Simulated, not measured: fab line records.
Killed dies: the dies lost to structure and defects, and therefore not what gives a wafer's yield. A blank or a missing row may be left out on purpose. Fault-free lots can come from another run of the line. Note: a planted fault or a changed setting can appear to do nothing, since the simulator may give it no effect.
Lot-split experiment :: flow n5 finfet :: route with 1938 steps; 7 lots, 21 wafers read

THE SPLIT ITSELF
At N5_BEOL_M6_EXPOSE_25 (exposes mask V5, target cd 40 nm), the setting dose mj was moved away from the recipe's 45 on 7 of the 21 wafers read, by -7.2% to -3.6%. All remaining wafers had this setting at the recipe value.

FROM THE SPLIT TO THE READING: what the file shows between them, 2 steps
- N5_BEOL_M6_PEB_26: peb time 60 s
- N5_BEOL_M6_DEVELOP_27: develop time 30 s

THE READING
cd nm, in nm, at N5_BEOL_M6_CD_MEAS_28 (target cd 40 nm). Typical for fault-free wafers on this fab line: 39.98 nm, with standard deviation 0.22 nm.

wafer: L079.1
tool, chamber at the split: euv scanner-01, 0
dose mj as run: 43.37
against the recipe: -3.6%
cd nm, nm: 38.68
against lot-mates on the recipe: no lot-mate on the recipe

wafer: L079.3
tool, chamber at the split: euv scanner-01, 0
dose mj as run: 43.37
against the recipe: -3.6%
cd nm, nm: 38.87
against lot-mates on the recipe: no lot-mate on the recipe

wafer: L079.5
tool, chamber at the split: euv scanner-01, 0
dose mj as run: 43.37
against the recipe: -3.6%
cd nm, nm: 39.12
against lot-mates on the recipe: no lot-mate on the recipe

wafer: L080.2
tool, chamber at the split: euv scanner-02, 0
dose mj as run: 45
against the recipe: recipe
cd nm, nm: 40.02
against lot-mates on the recipe: -

wafer: L080.4
tool, chamber at the split: euv scanner-02, 0
dose mj as run: 43.29
against the recipe: -3.8%
cd nm, nm: 39.06
against lot-mates on the recipe: -1.09

wafer: L080.5
tool, chamber at the split: euv scanner-02, 0
dose mj as run: 45
against the recipe: recipe
cd nm, nm: 40.28
against lot-mates on the recipe: -

wafer: L084.2
tool, chamber at the split: euv scanner-02, 0
dose mj as run: 42.68
against the recipe: -5.2%
cd nm, nm: 38.86
against lot-mates on the recipe: -0.80

wafer: L084.3
tool, chamber at the split: euv scanner-02, 0
dose mj as run: 45
against the recipe: recipe
cd nm, nm: 39.51
against lot-mates on the recipe: -

wafer: L084.4
tool, chamber at the split: euv scanner-02, 0
dose mj as run: 45
against the recipe: recipe
cd nm, nm: 39.82
against lot-mates on the recipe: -

wafer: L089.2
tool, chamber at the split: euv scanner-02, 0
dose mj as run: 45
against the recipe: recipe
cd nm, nm: 39.99
against lot-mates on the recipe: -

wafer: L089.3
tool, chamber at the split: euv scanner-02, 0
dose mj as run: 45
against the recipe: recipe
cd nm, nm: 40.46
against lot-mates on the recipe: -

wafer: L089.6
tool, chamber at the split: euv scanner-02, 0
dose mj as run: 45
against the recipe: recipe
cd nm, nm: 40.34
against lot-mates on the recipe: -

wafer: L091.3
tool, chamber at the split: euv scanner-02, 0
dose mj as run: 45
against the recipe: recipe
cd nm, nm: 39.82
against lot-mates on the recipe: -

wafer: L091.5
tool, chamber at the split: euv scanner-02, 0
dose mj as run: 45
against the recipe: recipe
cd nm, nm: 40.02
against lot-mates on the recipe: -

wafer: L091.6
tool, chamber at the split: euv scanner-02, 0
dose mj as run: 41.76
against the recipe: -7.2%
cd nm, nm: 38.26
against lot-mates on the recipe: -1.66

wafer: L097.2
tool, chamber at the split: euv scanner-01, 0
dose mj as run: 45
against the recipe: recipe
cd nm, nm: 40.12
against lot-mates on the recipe: -

wafer: L097.4
tool, chamber at the split: euv scanner-01, 0
dose mj as run: 45
against the recipe: recipe
cd nm, nm: 40.31
against lot-mates on the recipe: -

wafer: L097.6
tool, chamber at the split: euv scanner-01, 0
dose mj as run: 45
against the recipe: recipe
cd nm, nm: 39.73
against lot-mates on the recipe: -

wafer: L096.1
tool, chamber at the split: euv scanner-01, 0
dose mj as run: 45
against the recipe: recipe
cd nm, nm: 39.91
against lot-mates on the recipe: -

wafer: L096.4
tool, chamber at the split: euv scanner-01, 0
dose mj as run: 41.81
against the recipe: -7.1%
cd nm, nm: 38.37
against lot-mates on the recipe: -1.57

wafer: L096.5
tool, chamber at the split: euv scanner-01, 0
dose mj as run: 45
against the recipe: recipe
cd nm, nm: 39.96
against lot-mates on the recipe: -

THE FIT
A straight line over all 21 wafers: cd nm changes by +0.25 nm for each +1% of dose mj; r = +0.93; the points scatter about the line by 0.25 nm.
The same after taking each lot's own level away (the mean of its wafers on the recipe; 18 wafers): +0.219 nm for each +1%; r = +0.95; scatter 0.19 nm.
On that fit, the largest move of dose mj shifts the reading by 1.6 nm.
Across the lots, their own levels run from 39.665 to 40.263 nm, a range of 2.7 times the standard deviation given above.
So the lot-to-lot level changes the slope: the two fits differ.
Check: -1.53 nm against its lot-mates is what the line predicts for one of the wafers moved furthest among these (-7.2%) when that wafer is left out of the fit. It came out at -1.66 nm against them.

THE WHOLE CHAIN: every reading that the file lists as answering this split, in the file's order
step: N5_BEOL_M6_CD_MEAS_28
what it does: target cd 40 nm
reading: cd nm
change (the file's fit): +0.219 nm for each +1% of the setting
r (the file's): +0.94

step: N5_BEOL_M6_DESCUM_33
what it does: chemistry O2, time 7 s
reading: BEOL_M6.cd nm (the simulator's own value, which no gauge read)
change (the file's fit): +0.234 nm for each +1% of the setting
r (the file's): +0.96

step: N5_BEOL_M6_ETCH_72
what it does: etches underlayer in N2/H2, target depth 6.5 nm, time 5.2 s
reading: BEOL_M6.cd nm (the simulator's own value, which no gauge read)
change (the file's fit): +0.246 nm for each +1% of the setting
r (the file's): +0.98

step: N5_BEOL_M6_ETCH_65
what it does: etches SiARC in CF4, target depth 15.6 nm, time 26 s
reading: BEOL_M6.cd nm (the simulator's own value, which no gauge read)
change (the file's fit): +0.236 nm for each +1% of the setting
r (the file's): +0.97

step: N5_BEOL_M6_ETCH_66
what it does: etches SOC in N2/H2, target depth 80 nm, overetch 16 nm, time 120 s
reading: BEOL_M6.cd nm (the simulator's own value, which no gauge read)
change (the file's fit): +0.215 nm for each +1% of the setting
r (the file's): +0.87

FILE'S OWN FIT
cd nm changes by +0.219 nm for each +1% of dose mj, r = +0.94.
